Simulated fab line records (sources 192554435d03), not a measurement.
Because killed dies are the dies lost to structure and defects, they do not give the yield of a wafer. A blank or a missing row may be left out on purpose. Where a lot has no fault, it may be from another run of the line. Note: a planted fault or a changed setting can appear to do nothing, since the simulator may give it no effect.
fab line records -- flow n5_finfet
record lots=7, wafers=21
route steps=1938 shown BEOL_M14@1770 BEOL_M15@1776 MIM_BOT@1833 TV_OPEN@1888 PASSIVATION@1921
start_h: hours from the record's first day to the start of the lot's first wafer shown -- wait_h: hours from the lot's prior step to this one -- " unchanged from the row above -- L1.1+2: one row covering several wafers at once -- - no value, or no start given -- * or withheld: withheld -- < > ~ a bound
route shown NAME@n: a module of which the file shows steps, and the number in the route of the first -- usual: mean and standard deviation over wafers with no fault -- same: alike in all rows -- chamber/n: place in a boat -- sites: the reading at each site -- _std_site: standard deviation of those values -- _edge_site: mean of outer sites minus mean of inner sites -- radius_mm: for every site, how far away it sits from the centre of the wafer -- mask NAME#n: copy n -- behind: the tool/chamber that last shaped the wafer -- hold: why the lot was held/for how many hours/how that ended -- device: which transistor (n, p or np) failed to switch -- end of line: the tests these same wafers got at the end of their route -- for a step that has no rows: nothing shown but its recipe -- killed: count of dies lost to structure and defects at first sort (not the wafer's yield) -- map: a wafer's dies, marking killed ones x, the rest . and places with no die _
set.NAME: the run value of the setting; set.NAME@STEP: its run value at that earlier step -- model.NAME: the simulator's own value behind a step, which no gauge read
lots whose settings were changed on purpose; a table a step, a row a wafer
## steps
# step N5_BEOL_M14_DEP_53
# recipe material=SiCN, target_thk_a=500, temp_c=withheld, precursor=3MS/NH3, pressure_torr=3, rf_w=675, time_s=17.8
lot.wafer,tool,chamber,start_h,wait_h,set.time_s,model.SiCN_of_BEOL_M14_DEP_53.thk_nm
L077.1,pecvd-04,2,262.40,0.0,17.8,48.8
L077.4,pecvd-04,0,262.40,0.0,17.8,49.8
L077.5,pecvd-04,1,262.40,0.0,17.8,49.4
L081.1,pecvd-01,0,289.05,0.0,17.8,49.4
L081.2+3,pecvd-01,"1,2",289.05,0.0,17.8,49.2
L083.1,pecvd-01,0,305.10,0.0,17.8,49.8
L083.3,pecvd-01,2,305.10,0.0,19.09,53.4
L083.4,pecvd-01,2,305.10,0.0,19.09,54.4
L085.1,pecvd-04,1,317.75,0.0,17.8,49.6
L085.3+4,pecvd-04,2,317.75,0.0,19.33,54.2
L096.1,pecvd-04,2,378.64,0.0,19.87,56
L096.2,pecvd-04,0,378.64,0.0,17.8,49.8
L096.5,pecvd-04,1,378.64,0.0,19.87,56.4
L095.1,pecvd-02,0,391.39,0.0,17.8,51
L095.5,pecvd-02,1,391.39,0.0,20.27,57.6
L095.6,pecvd-02,0,391.39,0.0,20.27,57.8
L097.3,pecvd-04,2,391.98,0.0,19.68,54.8
L097.5,pecvd-04,0,391.98,0.0,19.68,55.6
L097.6,pecvd-04,1,391.98,0.0,17.8,50.6
# step N5_BEOL_M15_COAT_04
# recipe spin_rpm=1704, resist_thk_nm=800
lot.wafer,tool,chamber,start_h,wait_h,set.spin_rpm,model.coat_of_BEOL_M15_COAT_04.thk_nm
L077.1,litho_track-03,0,-,-,1704,794.2
L077.4,litho_track-03,0,-,-,1704,789
L077.5,litho_track-03,0,-,-,1704,789.8
L081.1,litho_track-05,0,-,-,1704,801.6
L081.2,litho_track-05,0,-,-,1704,803.4
L081.3,litho_track-05,0,-,-,1704,803.2
L083.1,litho_track-02,0,-,-,1704,802.8
L083.3,litho_track-02,0,-,-,1704,804
L083.4,litho_track-02,0,-,-,1620,820.8
L085.1,litho_track-05,0,-,-,1834,771.8
L085.3,litho_track-05,0,-,-,1704,802
L085.4,litho_track-05,0,-,-,1834,773
L096.1,litho_track-02,0,-,-,1704,800.6
L096.2,litho_track-02,0,-,-,1626,819.2
L096.5,litho_track-02,0,-,-,1626,819.8
L095.1,litho_track-02,0,-,-,1704,801.4
L095.5,litho_track-02,0,-,-,1782,783.2
L095.6,litho_track-02,0,-,-,1704,800
L097.3,litho_track-05,0,-,-,1704,803
L097.5,litho_track-05,0,-,-,1655,815.4
L097.6,litho_track-05,0,-,-,1704,804.2
# step N5_BEOL_M15_EBR_06
# recipe solvent=PGMEA, ebr_width_mm=1.5
# step N5_BEOL_M15_SOFTBAKE_05
# recipe temp_c=130, time_s=60
# step N5_BEOL_M15_DESCUM_15
# recipe chemistry=O2, time_s=7.9, source_power_w=50, bias_power_w=20, pressure_mtorr=20, rf_frequency_hz=2.712e+07, temp_c=40, o2_flow_sccm=225
# step N5_BEOL_M15_ETCH_59
# recipe chemistry=N2/H2, target=BARC, target_depth_a=890, overetch_a=267, time_s=67.9, ion_energy_ev=200, pressure_mtorr=30, source_w=840, bias_w=150, n2_flow_sccm=200, h2_flow_sccm=200
# step N5_BEOL_M15_VIA_ETCH_16
# recipe chemistry=C4F8/O2/Ar, target=SiO2, he_inner_torr=15, he_outer_torr=30, target_depth_a=17922, time_s=withheld, ion_energy_ev=800, pressure_mtorr=20, source_w=1905, bias_w=2040, Ar_flow_sccm=400, C4F8_flow_sccm=16, O2_flow_sccm=12, ends=cleared
lot.wafer,tool,chamber,start_h,wait_h,set.spin_rpm@BEOL_M15_COAT_04,model.coat_of_BEOL_M15_COAT_04.thk_nm
L077.1,rie_diel-05,2,263.75,0.0,1704,331.2
L077.4,rie_diel-05,1,263.75,0.0,1704,325
L077.5,rie_diel-05,1,263.75,0.0,1704,326.6
L081.1,rie_diel-05,3,290.05,0.0,1704,336.4
L081.2,rie_diel-05,1,290.05,0.0,1704,343
L081.3,rie_diel-05,0,290.05,0.0,1704,334
L083.1,rie_diel-02,3,306.14,0.0,1704,339.2
L083.3,rie_diel-02,2,306.14,0.0,1704,335.2
L083.4,rie_diel-02,2,306.14,0.0,1620,351.8
L085.1,rie_diel-02,0,318.74,0.0,1834,314.4
L085.3,rie_diel-02,3,318.74,0.0,1704,335.2
L085.4,rie_diel-02,1,318.74,0.0,1834,301
L096.1,rie_diel-03,0,379.62,0.0,1704,329.2
L096.2,rie_diel-03,3,379.62,0.0,1626,360.4
L096.5,rie_diel-03,0,379.62,0.0,1626,345.4
L095.1,rie_diel-03,0,392.25,0.0,1704,332.6
L095.5,rie_diel-03,2,392.25,0.0,1782,312.8
L095.6,rie_diel-03,3,392.25,0.0,1704,323.8
L097.3,rie_diel-05,2,393.01,0.0,1704,336.2
L097.5,rie_diel-05,2,393.01,0.0,1655,347.4
L097.6,rie_diel-05,1,393.01,0.0,1704,334.4
# step N5_BEOL_M15_CMP_49
# recipe stop_on=SiO2, t_overpolish_s=4.9, down_force_psi=2, platen_rpm=80, clearing_platen_down_force_psi=2, clearing_platen_rpm=80, post_cmp_clean=cu_alkaline, target_thk_nm=850, clearing_platen_pad_velocity_m_s=1.5917, pad_velocity_m_s=1.5917
# usual barrier_field_endpoint_s=11.40/0.22
lot.wafer,tool,chamber,start_h,wait_h,set.down_force_psi,barrier_field_endpoint_s
L077.4,cmp-01,3,269.40,0.2,2,11.13
L077.1,cmp-01,1,269.40,0.2,2,11.47
L077.5,cmp-01,3,269.40,0.2,2,11.12
L081.3,cmp-01,3,296.14,0.2,2,11.41
L081.2,cmp-01,0,296.14,0.2,2,11.60
L081.1,cmp-01,2,296.14,0.2,2,11.60
L083.3,cmp-03,1,310.38,0.2,2,11.23
L083.4,cmp-03,2,310.38,0.2,2,11.72
L083.1,cmp-03,0,310.38,0.2,2,11.52
L085.1,cmp-01,1,323.22,0.3,2,11.63
L085.3,cmp-01,2,323.22,0.3,2,11.52
L085.4,cmp-01,0,323.22,0.3,2.331,9.90
L096.1,cmp-01,3,385.76,0.3,2,11.83
L096.2,cmp-01,0,385.76,0.3,2.202,10.84
L096.5,cmp-01,0,385.76,0.3,2,11.78
L097.3,cmp-03,1,398.44,0.2,2,11.49
L097.6,cmp-03,3,398.44,0.2,2,11.19
L097.5,cmp-03,0,398.44,0.2,2,11.14
L095.1,cmp-01,2,398.69,0.4,2,11.38
L095.6,cmp-01,3,398.69,0.4,2,11.15
L095.5,cmp-01,0,398.69,0.4,2,11.63
# step N5_MIM_BOT_SPUTTER_00
# recipe material=TiN, target_thk_a=350, temp_c=200, power_w=3000, chamber_pressure_pa=0.49996, gas=Ar, reactive_partial_pa=0.37997, time_s=89.7
lot.wafer,tool,chamber,start_h,wait_h,set.power_w,model.TiN_of_MIM_BOT_SPUTTER_00.thk_nm
L077.1,pvd_sputter-03,-,270.94,0.0,3000,35.4
L077.4,pvd_sputter-03,-,270.94,0.0,3000,35.2
L077.5,pvd_sputter-03,-,270.94,0.0,3000,35.8
L081.1,pvd_sputter-02,-,299.27,0.0,3000,34.8
L081.2,pvd_sputter-02,-,299.27,0.0,3465,40.6
L081.3,pvd_sputter-02,-,299.27,0.0,3000,35
L083.1+3,pvd_sputter-03,-,312.86,0.0,3000,34.8
L083.4,pvd_sputter-03,-,312.86,0.0,3377,39.4
L085.1+4,pvd_sputter-01,-,325.28,0.0,2599,30.6
L085.3,pvd_sputter-01,-,325.28,0.0,3000,35.6
L096.1,pvd_sputter-02,-,387.81,0.0,3000,35.2
L096.2,pvd_sputter-02,-,387.81,0.0,2778,32.6
L096.5,pvd_sputter-02,-,387.81,0.0,3000,35
L097.3+6,pvd_sputter-03,-,400.42,0.0,2673,32
L097.5,pvd_sputter-03,-,400.42,0.0,3000,35
L095.1,pvd_sputter-01,-,400.49,0.0,3000,35.4
L095.5,pvd_sputter-01,-,400.49,0.0,3000,35.6
L095.6,pvd_sputter-01,-,400.49,0.0,2563,30.6
# step N5_PASSIVATION_VIA_ETCH_13
# recipe chemistry=CHF3/O2, target=SiO2, target_depth_a=6600, CHF3_flow_sccm=50, O2_flow_sccm=5, Ar_flow_sccm=200, time_s=330, mask_material=PR, pressure_mtorr=30, source_w=650, bias_w=170, ion_energy_ev=200, ends=cleared
# usual rf_vpp_V=521/9.2
lot.wafer,tool,chamber,start_h,wait_h,set.bias_w,rf_vpp_V
L077.1,rie_diel-03,1,276.68,0.0,170,519
L077.4,rie_diel-03,0,276.68,0.0,170,515
L077.5,rie_diel-03,0,276.68,0.0,170,516
L081.1,rie_diel-05,1,305.87,0.0,188.4,563
L081.2,rie_diel-05,3,305.87,0.0,188.4,554
L081.3,rie_diel-05,0,305.87,0.0,170,526
L083.1,rie_diel-02,1,319.92,0.0,170,530
L083.3,rie_diel-02,0,319.92,0.0,170,533
L083.4,rie_diel-02,3,319.92,0.0,170,534
L085.1,rie_diel-03,3,330.30,0.0,146.6,464
L085.3,rie_diel-03,0,330.30,0.0,170,514
L085.4,rie_diel-03,1,330.30,0.0,146.6,462
L096.1,rie_diel-03,3,394.40,0.0,189.3,568
L096.2,rie_diel-03,0,394.40,0.0,189.3,559
L096.5,rie_diel-03,3,394.40,0.0,170,521
L097.3,rie_diel-03,2,406.83,0.0,170,514
L097.5,rie_diel-03,3,406.83,0.0,170,521
L097.6,rie_diel-03,2,406.83,0.0,170,517
L095.1,rie_diel-05,3,407.27,0.0,148.6,459
L095.5,rie_diel-05,3,407.27,0.0,148.6,458
L095.6,rie_diel-05,0,407.27,0.0,148.6,469
# step N5_PASSIVATION_EXPOSE_41
# recipe mask_id=PASS_OPEN, na=0.55, defocus_nm=0, source_shape=conventional, sigma_outer=0.8, polarization=unpolarized, target_cd_nm=40000, dose_mj=57.25
lot.wafer,tool,chamber,start_h,wait_h,mask,set.dose_mj
L077.1+4+5,krf_scanner-02,0,280.16,-,PASS_OPEN#0,57.25
L081.1+2+3,krf_scanner-01,0,310.24,-,PASS_OPEN#0,57.25
L083.1+3+4,krf_scanner-02,0,323.57,-,PASS_OPEN#0,54.04
L085.1,krf_scanner-02,0,332.94,-,PASS_OPEN#0,55.56
L085.3+4,krf_scanner-02,0,332.94,-,PASS_OPEN#0,57.25
L096.1+2+5,krf_scanner-02,0,397.35,-,PASS_OPEN#0,60.26
L097.3,krf_scanner-02,0,410.16,-,PASS_OPEN#0,61.11
L097.5+6,krf_scanner-02,0,410.16,-,PASS_OPEN#0,57.25
L095.1+6,krf_scanner-02,0,410.69,-,PASS_OPEN#0,61.16
L095.5,krf_scanner-02,0,410.69,-,PASS_OPEN#0,57.25
# step N5_PASSIVATION_PEB_42
# recipe peb_temp_c=withheld, peb_time_s=*
# step N5_PASSIVATION_DEVELOP_43
# recipe develop_time_s=60, rinse_liquid=diw, dry=air_spin, dev_temp_c=21
# step N5_PASSIVATION_HARDBAKE_45
# recipe temp_c=130, time_s=120
# step N5_PASSIVATION_CD_MEAS_44
# recipe target_cd_nm=40000, landing_energy_ev=500, detector=se_inlens
# usual cd_nm=40000/2.6
lot.wafer,tool,chamber,start_h,wait_h,set.dose_mj@PASSIVATION_EXPOSE_41,cd_nm
L077.1,cd_sem-02,0,280.34,-,57.25,40002
L077.4,cd_sem-02,0,280.34,-,57.25,39999
L077.5,cd_sem-02,0,280.34,-,57.25,39999
L081.1,cd_sem-02,0,310.42,-,57.25,40001
L081.2,cd_sem-02,0,310.42,-,57.25,40007
L081.3,cd_sem-02,0,310.42,-,57.25,40007
L083.1,cd_sem-01,0,323.75,-,54.04,39979
L083.3,cd_sem-01,0,323.75,-,54.04,39982
L083.4,cd_sem-01,0,323.75,-,54.04,39979
L085.1,cd_sem-02,0,333.12,-,55.56,39989
L085.3,cd_sem-02,0,333.12,-,57.25,40002
L085.4,cd_sem-02,0,333.12,-,57.25,40002
L096.1,cd_sem-02,0,397.53,-,60.26,40021
L096.2,cd_sem-02,0,397.53,-,60.26,40021
L096.5,cd_sem-02,0,397.53,-,60.26,40017
L097.3,cd_sem-03,0,410.33,-,61.11,40026
L097.5,cd_sem-03,0,410.33,-,57.25,40003
L097.6,cd_sem-03,0,410.33,-,57.25,40000
L095.1,cd_sem-03,0,410.87,-,61.16,40023
L095.5,cd_sem-03,0,410.87,-,57.25,40003
L095.6,cd_sem-03,0,410.87,-,61.16,40025
# step N5_PASSIVATION_ETCH_54
# recipe chemistry=CHF3/O2, target=SiO2, target_depth_a=8800, CHF3_flow_sccm=50, O2_flow_sccm=5, Ar_flow_sccm=200, time_s=440, mask_material=PR, pressure_mtorr=30, source_w=650, bias_w=170, ion_energy_ev=200
lot.wafer,tool,chamber,start_h,wait_h,set.time_s,model.etch.depth_nm,model.PASSIVATION.feature_depth_nm
L077.1,rie_diel-01,0,280.96,0.1,440,896.2,896.2
L077.4,rie_diel-01,2,280.96,0.1,440,870.5,870.4
L077.5,rie_diel-01,2,280.96,0.1,440,868.8,868.8
L081.1,rie_diel-01,1,310.88,0.1,440,880.9,881
L081.2,rie_diel-01,2,310.88,0.1,440,858.4,858.4
L081.3,rie_diel-01,0,310.88,0.1,440,888.9,889
L083.1,rie_diel-06,0,324.41,0.1,403.1,793.7,793.6
L083.3,rie_diel-06,2,324.41,0.1,440,866.1,866
L083.4,rie_diel-06,1,324.41,0.1,440,888.3,888.4
L085.1,rie_diel-06,0,333.51,0.1,440,865.8,865.8
L085.3,rie_diel-06,1,333.51,0.1,440,899.7,899.8
L085.4,rie_diel-06,3,333.51,0.1,440,853.4,853.4
L096.1,rie_diel-04,2,397.88,0.1,529.4,1057,1057
L096.2,rie_diel-04,1,397.88,0.1,440,889.5,889.6
L096.5,rie_diel-04,0,397.88,0.1,440,893.5,893.4
L097.3,rie_diel-01,2,410.77,0.1,440,895,895
L097.5,rie_diel-01,1,410.77,0.1,440,878.9,879
L097.6,rie_diel-01,0,410.77,0.1,440,890.8,890.8
L095.1,rie_diel-01,2,411.47,0.1,440,901.8,901.8
L095.5,rie_diel-01,3,411.47,0.1,470.8,934.8,934.8
L095.6,rie_diel-01,2,411.47,0.1,440,893.9,893.8
## key
split step=N5_BEOL_M14_DEP_53, setting=time_s, stated=17.8, by=wafer
response step=N5_BEOL_M14_DEP_53, reading=model.SiCN_of_BEOL_M14_DEP_53.thk_nm, change=+0.504, per=1%, r=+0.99
split step=N5_BEOL_M15_COAT_04, setting=spin_rpm, stated=1704, by=wafer
response step=N5_BEOL_M15_COAT_04, reading=model.coat_of_BEOL_M15_COAT_04.thk_nm, change=-3.86, per=1%, r=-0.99
response step=N5_BEOL_M15_VIA_ETCH_16, reading=model.coat_of_BEOL_M15_COAT_04.thk_nm, change=-3.73, per=1%, r=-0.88
split step=N5_BEOL_M15_CMP_49, setting=down_force_psi, stated=2, by=wafer
response step=N5_BEOL_M15_CMP_49, reading=barrier_field_endpoint_s, change=-0.0995, per=1%, r=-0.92
split step=N5_MIM_BOT_SPUTTER_00, setting=power_w, stated=3000, by=wafer
response step=N5_MIM_BOT_SPUTTER_00, reading=model.TiN_of_MIM_BOT_SPUTTER_00.thk_nm, change=+0.349, per=1%, r=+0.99
split step=N5_PASSIVATION_VIA_ETCH_13, setting=bias_w, stated=170, by=wafer
response step=N5_PASSIVATION_VIA_ETCH_13, reading=rf_vpp_V, change=+3.52, per=1%, r=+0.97
split step=N5_PASSIVATION_EXPOSE_41, setting=dose_mj, stated=57.25, by=wafer
response step=N5_PASSIVATION_CD_MEAS_44, reading=cd_nm, change=+3.44, per=1%, r=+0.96
split step=N5_PASSIVATION_ETCH_54, setting=time_s, stated=440, by=wafer
response step=N5_PASSIVATION_ETCH_54, reading=model.etch.depth_nm, change=+8.14, per=1%, r=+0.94
response step=N5_PASSIVATION_ETCH_54, reading=model.PASSIVATION.feature_depth_nm, change=+8.14, per=1%, r=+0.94
